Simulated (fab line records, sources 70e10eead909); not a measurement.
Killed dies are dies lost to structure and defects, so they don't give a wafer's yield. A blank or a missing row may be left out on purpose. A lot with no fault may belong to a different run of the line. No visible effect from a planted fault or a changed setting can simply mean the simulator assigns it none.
Which of the tools did it? :: flow nandHarc :: 11 lots with 33 wafers sampled at 2 steps, on a route of 1159 steps

## WHAT THE GAUGES READ, wafer by wafer
NHARC_A_SLIT_CD_MEAS_21.
lot: L991
measured: day 14 10:59
on: cdSem-01
cdNm (nm): 287.4 287.3 286.7

lot: L997
measured: day 15 12:41
on: cdSem-01
cdNm (nm): 290.6 289.6 290.4

lot: L100
measured: day 16 20:14
on: cdSem-03
cdNm (nm): 289.1 288.4 288.9

lot: L102
measured: day 17 19:58
on: cdSem-01
cdNm (nm): 290.1 289.6 288.4

lot: L103
measured: day 17 16:52
on: cdSem-03
cdNm (nm): 289.0 291.1 289.4

lot: L106
measured: day 18 07:25
on: cdSem-02
cdNm (nm): 290.8 290.5 290.5

lot: L109
measured: day 18 11:05
on: cdSem-03
cdNm (nm): 288.8 288.9 288.7

lot: L112
measured: day 19 10:41
on: cdSem-02
cdNm (nm): 290.5 290.0 290.5

lot: L113
measured: day 19 10:56
on: cdSem-02
cdNm (nm): 290.0 289.9 289.6

lot: L111
measured: day 19 22:38
on: cdSem-02
cdNm (nm): 288.8 288.7 289.9

lot: L114
measured: day 20 00:13
on: cdSem-03
cdNm (nm): 289.3 290.5 290.1

## EACH LOT AND THE TOOL THAT RAN IT (in order: tool; ch and the chambers of the sampled wafers; start)
lot: L991
NHARC_A_SGD_CUT_ETCH_16: rieDiel-02 ch 0,1, day 14 10:59 or earlier

lot: L997
NHARC_A_SGD_CUT_ETCH_16: rieDiel-08 ch 1,2, day 15 12:41 or earlier

lot: L100
NHARC_A_SGD_CUT_ETCH_16: rieDiel-04 ch 1,2,3, day 16 20:14 or earlier

lot: L102
NHARC_A_SGD_CUT_ETCH_16: rieDiel-08 ch 2,3, day 17 19:58 or earlier

lot: L103
NHARC_A_SGD_CUT_ETCH_16: rieDiel-02 ch 0,2,3, day 17 16:52 or earlier

lot: L106
NHARC_A_SGD_CUT_ETCH_16: rieDiel-02 ch 1,2,3, day 18 07:25 or earlier

lot: L109
NHARC_A_SGD_CUT_ETCH_16: rieDiel-04 ch 2,3, day 18 11:05 or earlier

lot: L112
NHARC_A_SGD_CUT_ETCH_16: rieDiel-08 ch 1,2,3, day 19 10:41 or earlier

lot: L113
NHARC_A_SGD_CUT_ETCH_16: rieDiel-04 ch 0,1, day 19 10:56 or earlier

lot: L111
NHARC_A_SGD_CUT_ETCH_16: rieDiel-04 ch 2,3, day 19 22:38 or earlier

lot: L114
NHARC_A_SGD_CUT_ETCH_16: rieDiel-02 ch 0,3, day 20 00:13 or earlier
- NHARC_A_SGD_CUT_ETCH_16: etches the open film in C4F8/O2/Ar, target depth 310.5 nm, time 155.2 s.

## AS READ BY THE TOOLS THEMSELVES (means over the sampled wafers that have a number; for cases with no such wafer, the mark the record gives instead)
NHARC_A_SGD_CUT_ETCH_16.
lot: L991
tool: rieDiel-02
oesProductAu (a.u.): 0.967
rfVppV (V): 720

lot: L997
tool: rieDiel-08
oesProductAu (a.u.): 0.947
rfVppV (V): 721

lot: L100
tool: rieDiel-04
oesProductAu (a.u.): 0.964
rfVppV (V): 725

lot: L102
tool: rieDiel-08
oesProductAu (a.u.): 0.952
rfVppV (V): 723

lot: L103
tool: rieDiel-02
oesProductAu (a.u.): 0.941
rfVppV (V): 724

lot: L106
tool: rieDiel-02
oesProductAu (a.u.): 0.985
rfVppV (V): 720

lot: L109
tool: rieDiel-04
oesProductAu (a.u.): 0.987
rfVppV (V): 727

lot: L112
tool: rieDiel-08
oesProductAu (a.u.): 0.978
rfVppV (V): 721

lot: L113
tool: rieDiel-04
oesProductAu (a.u.): 0.940
rfVppV (V): 727

lot: L111
tool: rieDiel-04
oesProductAu (a.u.): 0.972
rfVppV (V): 727

lot: L114
tool: rieDiel-02
oesProductAu (a.u.): 0.961
rfVppV (V): 727

## THE ANSWER, worked out from the rows above alone
Rule: what is usual is taken from the lots themselves. The widest of any qualifying gaps counts: lots, ordered by their means at a reading, are off when they make up no more than a third of the lots, leave a main group of 4 or more, and stand apart from it by 3 or more times the standard deviation of that group's means. Not used: any main group whose means are identical at the precision the tables above print for the reading. A lot without any number at a reading at which 4 lots or more have one is off too. Any other lot the step has rows for is counted as sound. The gauges are gone through in route order, then the tools' own readings, and for those a lot's mean is taken as printed above. At the first step where some lot is off, the reading lying furthest off is the one used; lots without a number count as furthest.
No lot is off on any of the readings shown, so nothing can be concluded from this.

## WHAT THE SIMULATOR HAD PUT IN
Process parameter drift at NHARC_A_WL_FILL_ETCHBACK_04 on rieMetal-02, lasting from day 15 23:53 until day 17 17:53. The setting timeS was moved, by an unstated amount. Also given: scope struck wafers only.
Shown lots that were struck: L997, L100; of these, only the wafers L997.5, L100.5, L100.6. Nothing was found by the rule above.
